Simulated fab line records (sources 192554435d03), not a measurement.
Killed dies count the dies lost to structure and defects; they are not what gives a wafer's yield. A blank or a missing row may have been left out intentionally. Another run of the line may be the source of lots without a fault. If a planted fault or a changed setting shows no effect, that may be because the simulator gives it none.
One fault seen from 2 desks || flow n5 finfet || numbers are kept per desk, each desk with only its own; the story behind them comes last

## THE METROLOGY DESK
Lot by lot, what the gauges showed, no matter which tool ran the lot: averages of those sampled wafers that carry a number. Any lot whose mean is over 4 standard deviations away from the usual mean is out of limits and marked OUT; that distance is given in the brackets.
Columns: A = cd nm at N5_BEOL_M7_CD_MEAS_35, usual 40.0 nm
{"lot": "L574", "first seen here": "day 9 21:01", "A": 39.5}
{"lot": "L575", "first seen here": "day 10 02:48", "A": 40.6}
{"lot": "L577", "first seen here": "day 10 15:40", "A": 40.3}
{"lot": "L579", "first seen here": "day 11 02:34", "A": 39.9}
{"lot": "L580", "first seen here": "day 11 09:06", "A": 40.1}
{"lot": "L581", "first seen here": "day 11 19:05", "A": 39.9}
{"lot": "L584", "first seen here": "day 12 03:59", "A": 39.6}
{"lot": "L583", "first seen here": "day 12 04:23", "A": 40.0}
{"lot": "L590", "first seen here": "day 13 16:25", "A": 40.0}
{"lot": "L593", "first seen here": "day 13 23:59", "A": 39.9}
{"lot": "L594", "first seen here": "day 14 14:20", "A": 40.4}
{"lot": "L595", "first seen here": "day 14 20:20", "A": 41.1}
Result from this desk: across the 12 lots, nothing is out of limits.

## DESK OF THE TOOL OWNER: litho track-04
The tool's own readings at N5_BEOL_M8_COAT_59 (time 60 s, resist thk 100 nm): means of the sampled wafers that have a number, for each lot that ran on this tool. Any lot whose mean is over 4 standard deviations away from the usual mean is out of limits and marked OUT; that distance is given in the brackets.
Columns: A = dispense pressure kPa at N5_BEOL_M8_COAT_59, usual 46.0 kPa; B = spin speed rpm at N5_BEOL_M8_COAT_59, usual 1499.9 rpm
{"lot": "L581", "first seen here": "day 11 22:43", "A": 51.2, "B": 1501.0}
{"lot": "L584", "first seen here": "day 12 09:09", "A": 51.2, "B": 1498.6}
{"lot": "L590", "first seen here": "day 13 20:07", "A": 51.1, "B": "1832.2 (+99 or more) OUT"}
{"lot": "L593", "first seen here": "day 14 03:24", "A": 51.1, "B": "1830.4 (+99 or more) OUT"}
Finding of this desk: L590, L593 out of limits; the first was L590 at day 13 20:07, on spin speed rpm at N5_BEOL_M8_COAT_59. In limits: L581, L584.

## PUT TOGETHER
At day 13 20:07, on L590, L593, the tool owner's desk was in a position to raise an alarm.
Nothing out of limits was seen by the metrology desk.
The metrology desk has L590, L593 on record, within its limits.
The lots listed all ran N5_BEOL_M8_COAT_59 on litho track-04.

## WHAT THE SIMULATOR HAD PUT IN
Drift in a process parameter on litho track-04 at N5_BEOL_M8_COAT_59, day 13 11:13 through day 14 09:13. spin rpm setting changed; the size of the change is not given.
Struck lots among those shown: L590, L593.
How many hours passed from the start of the fault until each desk's first out-of-limits reading: the tool owner's desk, 9.
